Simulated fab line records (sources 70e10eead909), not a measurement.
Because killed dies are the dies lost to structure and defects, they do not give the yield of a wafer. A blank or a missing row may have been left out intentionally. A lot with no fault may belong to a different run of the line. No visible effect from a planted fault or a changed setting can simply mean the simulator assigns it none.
Which tool did it? :: flow nand-harc :: 11 lots with 33 wafers sampled at 6 steps, on a route of 1159 steps

WHAT THE GAUGES SHOWED, per wafer
NHARC_P_M2_INSPECT_27.
lot: L765
measured: day 6 09:37
on: defect-inspect-01
raw-defect-count: 168 187 205

lot: L766
measured: day 6 21:09
on: defect-inspect-02
raw-defect-count: 340 361 434

lot: L767
measured: day 7 07:39
on: defect-inspect-02
raw-defect-count: 352 493 290

lot: L772
measured: day 7 15:22
on: defect-inspect-01
raw-defect-count: 490 254 298

lot: L771
measured: day 7 19:54
on: defect-inspect-02
raw-defect-count: 306 282 368

lot: L773
measured: day 8 09:13
on: defect-inspect-01
raw-defect-count: 394 461 305

lot: L774
measured: day 8 16:02
on: defect-inspect-01
raw-defect-count: 358 297 156

lot: L776
measured: day 9 00:20
on: defect-inspect-02
raw-defect-count: 351 343 328

lot: L781
measured: day 10 01:53
on: defect-inspect-02
raw-defect-count: 247 153 4558

lot: L785
measured: day 11 10:45
on: defect-inspect-01
raw-defect-count: 435 352 316

lot: L788
measured: day 12 04:35
on: defect-inspect-01
raw-defect-count: 441 522 381

NHARC_END_SORT_01.
lot: L781
measured: day 23 11:35
on: prober-02
defect-limited-yield (%): 93.9 94.8 0
killed-at-array: 38 33 29
killed-at-other: 0 0 1
killed-at-periphery: 3 2 647
killed-dies: 41 35 677
killed-open: 9 4 2
killed-short: 2 2 4
sort_bin_2_pct (%): 2.2 1.5 1.2
sort_bin_3_pct (%): 0.30 0.44 95.72
sort_bin_4_pct (%): 3.5 3.2 3.1
sort-n-pass: 636 642 0
sort-rim-yield-pct (%): 91.5 96.2 0
sort-yield-pct (%): 93.9 94.8 0

EACH LOT AND THE TOOL THAT RAN IT (in order: tool; ch and the chambers of the sampled wafers; start)
lot: L765
NHARC_P_M2_STRIP_18: rie-diel-07 ch 0,3, day 6 07:22
NHARC_P_M2_ETCH_28: rie-diel-07 ch 2,3, day 6 09:10 or earlier
NHARC_P_M2_PVD_21: pvd-sputter-01, day 6 09:10 or earlier
NHARC_P_M2_CMP_23: cmp-03 ch 0,1,3, day 6 09:10

lot: L766
NHARC_P_M2_STRIP_18: rie-diel-03 ch 0,1,3, day 6 18:52
NHARC_P_M2_ETCH_28: rie-diel-03 ch 1,2,3, day 6 20:41 or earlier
NHARC_P_M2_PVD_21: pvd-sputter-01, day 6 20:41 or earlier
NHARC_P_M2_CMP_23: cmp-03 ch 0,1, day 6 20:41

lot: L767
NHARC_P_M2_STRIP_18: rie-diel-03 ch 0,1,3, day 7 05:29
NHARC_P_M2_ETCH_28: rie-diel-03 ch 0,1, day 7 07:13 or earlier
NHARC_P_M2_PVD_21: pvd-sputter-01, day 7 07:13 or earlier
NHARC_P_M2_CMP_23: cmp-02 ch 2,3, day 7 07:13

lot: L772
NHARC_P_M2_STRIP_18: rie-diel-06 ch 1,2,3, day 7 12:51
NHARC_P_M2_ETCH_28: rie-diel-06 ch 0,1,2, day 7 14:54 or earlier
NHARC_P_M2_PVD_21: pvd-sputter-02, day 7 14:54 or earlier
NHARC_P_M2_CMP_23: cmp-02 ch 0,1,2, day 7 14:54

lot: L771
NHARC_P_M2_STRIP_18: rie-diel-03 ch 1,2, day 7 17:44
NHARC_P_M2_ETCH_28: rie-diel-03 ch 0,2,3, day 7 19:26 or earlier
NHARC_P_M2_PVD_21: pvd-sputter-03, day 7 19:26 or earlier
NHARC_P_M2_CMP_23: cmp-04 ch 0,1, day 7 19:26

lot: L773
NHARC_P_M2_STRIP_18: rie-diel-03 ch 0,1,2, day 8 07:04
NHARC_P_M2_ETCH_28: rie-diel-03 ch 1,2, day 8 08:45 or earlier
NHARC_P_M2_PVD_21: pvd-sputter-03, day 8 08:45 or earlier
NHARC_P_M2_CMP_23: cmp-02 ch 0,3, day 8 08:45

lot: L774
NHARC_P_M2_STRIP_18: rie-diel-03 ch 0,3, day 8 13:50
NHARC_P_M2_ETCH_28: rie-diel-03 ch 0,3, day 8 15:38 or earlier
NHARC_P_M2_PVD_21: pvd-sputter-03, day 8 15:38 or earlier
NHARC_P_M2_CMP_23: cmp-02 ch 1,2,3, day 8 15:38

lot: L776
NHARC_P_M2_STRIP_18: rie-diel-03 ch 0,3, day 8 22:08
NHARC_P_M2_ETCH_28: rie-diel-03 ch 1,2,3, day 8 23:54 or earlier
NHARC_P_M2_PVD_21: pvd-sputter-03, day 8 23:54 or earlier
NHARC_P_M2_CMP_23: cmp-02 ch 0,2,3, day 8 23:54

lot: L781
NHARC_P_M2_STRIP_18: rie-diel-07 ch 0,1,2, day 9 23:40
NHARC_P_M2_ETCH_28: rie-diel-07 ch 0,3, day 10 01:25 or earlier
NHARC_P_M2_PVD_21: pvd-sputter-03, day 10 01:25 or earlier
NHARC_P_M2_CMP_23: cmp-03 ch 1,3, day 10 01:25

lot: L785
NHARC_P_M2_STRIP_18: rie-diel-07 ch 1,2,3, day 11 08:30
NHARC_P_M2_ETCH_28: rie-diel-07 ch 1,2,3, day 11 10:17 or earlier
NHARC_P_M2_PVD_21: pvd-sputter-02, day 11 10:17 or earlier
NHARC_P_M2_CMP_23: cmp-04 ch 0,2,3, day 11 10:17

lot: L788
NHARC_P_M2_STRIP_18: rie-diel-03 ch 1,2,3, day 12 02:22
NHARC_P_M2_ETCH_28: rie-diel-03 ch 0,1,2, day 12 04:09 or earlier
NHARC_P_M2_PVD_21: pvd-sputter-03, day 12 04:09 or earlier
NHARC_P_M2_CMP_23: cmp-04 ch 0,1,2, day 12 04:09
- NHARC_P_M2_STRIP_18: strips in N2/H2.
- NHARC_P_M2_ETCH_28: etches the open film in CF4/N2, target depth 30 nm, time 72.99 s.
- NHARC_P_M2_PVD_21: deposits Cu, target thk 30 nm, time 20.49 s.
- NHARC_P_M2_CMP_23: polishes, t overpolish 20 s, target thk 144.3 nm.

AS READ BY THE TOOLS THEMSELVES (means over the sampled wafers that have a number; for cases with no such wafer, the mark the record gives instead)
NHARC_P_M2_STRIP_18.
lot: L765
tool: rie-diel-07
drypump-motor-current-A (A): 6.0
oes-product-au (a.u.): 1.008
rf-vpp-V (V): 90.0
showerhead-plenum-p-Torr (Torr): 2.00
throttle-valve-pct (%): 14.173

lot: L766
tool: rie-diel-03
drypump-motor-current-A (A): 5.6
oes-product-au (a.u.): 1.001
rf-vpp-V (V): 91.1
showerhead-plenum-p-Torr (Torr): 2.05
throttle-valve-pct (%): 14.177

lot: L767
tool: rie-diel-03
drypump-motor-current-A (A): 5.6
oes-product-au (a.u.): 0.999
rf-vpp-V (V): 91.5
showerhead-plenum-p-Torr (Torr): 2.05
throttle-valve-pct (%): 14.167

lot: L772
tool: rie-diel-06
drypump-motor-current-A (A): 5.8
oes-product-au (a.u.): 0.999
rf-vpp-V (V): 90.6
showerhead-plenum-p-Torr (Torr): 2.05
throttle-valve-pct (%): 14.171

lot: L771
tool: rie-diel-03
drypump-motor-current-A (A): 5.7
oes-product-au (a.u.): 1.001
rf-vpp-V (V): 90.3
showerhead-plenum-p-Torr (Torr): 2.01
throttle-valve-pct (%): 14.168

lot: L773
tool: rie-diel-03
drypump-motor-current-A (A): 5.6
oes-product-au (a.u.): 0.999
rf-vpp-V (V): 90.2
showerhead-plenum-p-Torr (Torr): 2.00
throttle-valve-pct (%): 14.173

lot: L774
tool: rie-diel-03
drypump-motor-current-A (A): 5.8
oes-product-au (a.u.): 0.996
rf-vpp-V (V): 90.1
showerhead-plenum-p-Torr (Torr): 1.99
throttle-valve-pct (%): 14.168

lot: L776
tool: rie-diel-03
drypump-motor-current-A (A): 5.8
oes-product-au (a.u.): 0.995
rf-vpp-V (V): 89.9
showerhead-plenum-p-Torr (Torr): 1.99
throttle-valve-pct (%): 14.180

lot: L781
tool: rie-diel-07
drypump-motor-current-A (A): 5.9
oes-product-au (a.u.): 1.002
rf-vpp-V (V): 90.7
showerhead-plenum-p-Torr (Torr): 2.12
throttle-valve-pct (%): 14.169

lot: L785
tool: rie-diel-07
drypump-motor-current-A (A): 6.1
oes-product-au (a.u.): 1.004
rf-vpp-V (V): 90.9
showerhead-plenum-p-Torr (Torr): 2.07
throttle-valve-pct (%): 14.168

lot: L788
tool: rie-diel-03
drypump-motor-current-A (A): 5.7
oes-product-au (a.u.): 0.985
rf-vpp-V (V): 91.1
showerhead-plenum-p-Torr (Torr): 2.07
throttle-valve-pct (%): 14.155

NHARC_P_M2_ETCH_28.
lot: L765
tool: rie-diel-07
drypump-motor-current-A (A): 6.2
oes-product-au (a.u.): 1.003
rf-vpp-V (V): 313.5
showerhead-plenum-p-Torr (Torr): 2.59
throttle-valve-pct (%): 19.786

lot: L766
tool: rie-diel-03
drypump-motor-current-A (A): 5.7
oes-product-au (a.u.): 0.998
rf-vpp-V (V): 314.6
showerhead-plenum-p-Torr (Torr): 2.66
throttle-valve-pct (%): 19.789

lot: L767
tool: rie-diel-03
drypump-motor-current-A (A): 5.5
oes-product-au (a.u.): 1.000
rf-vpp-V (V): 312.6
showerhead-plenum-p-Torr (Torr): 2.56
throttle-valve-pct (%): 19.794

lot: L772
tool: rie-diel-06
drypump-motor-current-A (A): 6.0
oes-product-au (a.u.): 0.998
rf-vpp-V (V): 313.8
showerhead-plenum-p-Torr (Torr): 2.58
throttle-valve-pct (%): 19.782

lot: L771
tool: rie-diel-03
drypump-motor-current-A (A): 5.9
oes-product-au (a.u.): 0.995
rf-vpp-V (V): 313.2
showerhead-plenum-p-Torr (Torr): 2.59
throttle-valve-pct (%): 19.796

lot: L773
tool: rie-diel-03
drypump-motor-current-A (A): 5.8
oes-product-au (a.u.): 1.002
rf-vpp-V (V): 313.6
showerhead-plenum-p-Torr (Torr): 2.60
throttle-valve-pct (%): 19.777

lot: L774
tool: rie-diel-03
drypump-motor-current-A (A): 5.8
oes-product-au (a.u.): 1.002
rf-vpp-V (V): 313.7
showerhead-plenum-p-Torr (Torr): 2.57
throttle-valve-pct (%): 19.790

lot: L776
tool: rie-diel-03
drypump-motor-current-A (A): 5.7
oes-product-au (a.u.): 1.007
rf-vpp-V (V): 314.2
showerhead-plenum-p-Torr (Torr): 2.66
throttle-valve-pct (%): 19.795

lot: L781
tool: rie-diel-07
drypump-motor-current-A (A): 6.0
oes-product-au (a.u.): 0.998
rf-vpp-V (V): 313.6
showerhead-plenum-p-Torr (Torr): 2.57
throttle-valve-pct (%): 19.791

lot: L785
tool: rie-diel-07
drypump-motor-current-A (A): 6.1
oes-product-au (a.u.): 1.006
rf-vpp-V (V): 314.8
showerhead-plenum-p-Torr (Torr): 2.66
throttle-valve-pct (%): 19.808

lot: L788
tool: rie-diel-03
drypump-motor-current-A (A): 5.6
oes-product-au (a.u.): 1.000
rf-vpp-V (V): 313.4
showerhead-plenum-p-Torr (Torr): 2.57
throttle-valve-pct (%): 19.801

NHARC_P_M2_PVD_21.
lot: L765
tool: pvd-sputter-01
throttle-valve-pct (%): 30.6

lot: L766
tool: pvd-sputter-01
throttle-valve-pct (%): 31.2

lot: L767
tool: pvd-sputter-01
throttle-valve-pct (%): 29.3

lot: L772
tool: pvd-sputter-02
throttle-valve-pct (%): 29.9

lot: L771
tool: pvd-sputter-03
throttle-valve-pct (%): 29.7

lot: L773
tool: pvd-sputter-03
throttle-valve-pct (%): 29.6

lot: L774
tool: pvd-sputter-03
throttle-valve-pct (%): 30.0

lot: L776
tool: pvd-sputter-03
throttle-valve-pct (%): 29.9

lot: L781
tool: pvd-sputter-03
throttle-valve-pct (%): 29.5

lot: L785
tool: pvd-sputter-02
throttle-valve-pct (%): 30.1

lot: L788
tool: pvd-sputter-03
throttle-valve-pct (%): 30.1

NHARC_P_M2_CMP_23.
lot: L765
tool: cmp-03
motor-current-A (A): 12.4
time-to-endpoint-s (s): 27.1

lot: L766
tool: cmp-03
motor-current-A (A): 12.8
time-to-endpoint-s (s): 25.5

lot: L767
tool: cmp-02
motor-current-A (A): 12.3
time-to-endpoint-s (s): 28.6

lot: L772
tool: cmp-02
motor-current-A (A): 11.7
time-to-endpoint-s (s): 27.9

lot: L771
tool: cmp-04
motor-current-A (A): 12.4
time-to-endpoint-s (s): 27.3

lot: L773
tool: cmp-02
motor-current-A (A): 12.5
time-to-endpoint-s (s): 30.4

lot: L774
tool: cmp-02
motor-current-A (A): 11.4
time-to-endpoint-s (s): 29.3

lot: L776
tool: cmp-02
motor-current-A (A): 12.2
time-to-endpoint-s (s): 29.1

lot: L781
tool: cmp-03
motor-current-A (A): 13.4
time-to-endpoint-s (s): 31.7

lot: L785
tool: cmp-04
motor-current-A (A): 12.7
time-to-endpoint-s (s): 29.8

lot: L788
tool: cmp-04
motor-current-A (A): 12.5
time-to-endpoint-s (s): 31.4

THE ANSWER, worked out from the rows above alone
Rule: the lots themselves supply what counts as usual. The widest of any qualifying gaps counts: lots, ordered by their means at a reading, are off when they make up no more than a third of the lots, leave a main group of 4 or more, and stand apart from it by 3 or more times the standard deviation of that group's means. The tables above print the reading to a certain number of digits; a main group whose means all agree to those digits is not used. A lot without any number at a reading at which 4 lots or more have one is off too. The other lots that the step has rows for count as sound. Order of review: gauges by route order, followed by the tools' own readings, for which a lot's mean as printed above is used. The first step at which some lot is off is used, and at that step the reading that is off furthest; a lot without a number counts as furthest.
Off: L781, at NHARC_P_M2_INSPECT_27 (raw-defect-count). Mean 342 and standard deviation 68 in the main group.
A tool fits if, at a process step before that reading, it ran every lot that is off, and no sound lot after the first of them. Gauges at NHARC_P_M2_INSPECT_27: tried the same way as those tools. Because NHARC_P_M2_ETCH_28 lacks a start for some lots, the hours and order of its lots are taken from NHARC_P_M2_CMP_23. Because NHARC_P_M2_PVD_21 lacks a start for some lots, the hours and order of its lots are taken from NHARC_P_M2_CMP_23. 2 tools fit, cmp-03 at NHARC_P_M2_CMP_23 and defect-inspect-02 at NHARC_P_M2_INSPECT_27, so this cannot tell which one it is.

WHAT WAS PUT IN BY THE SIMULATOR
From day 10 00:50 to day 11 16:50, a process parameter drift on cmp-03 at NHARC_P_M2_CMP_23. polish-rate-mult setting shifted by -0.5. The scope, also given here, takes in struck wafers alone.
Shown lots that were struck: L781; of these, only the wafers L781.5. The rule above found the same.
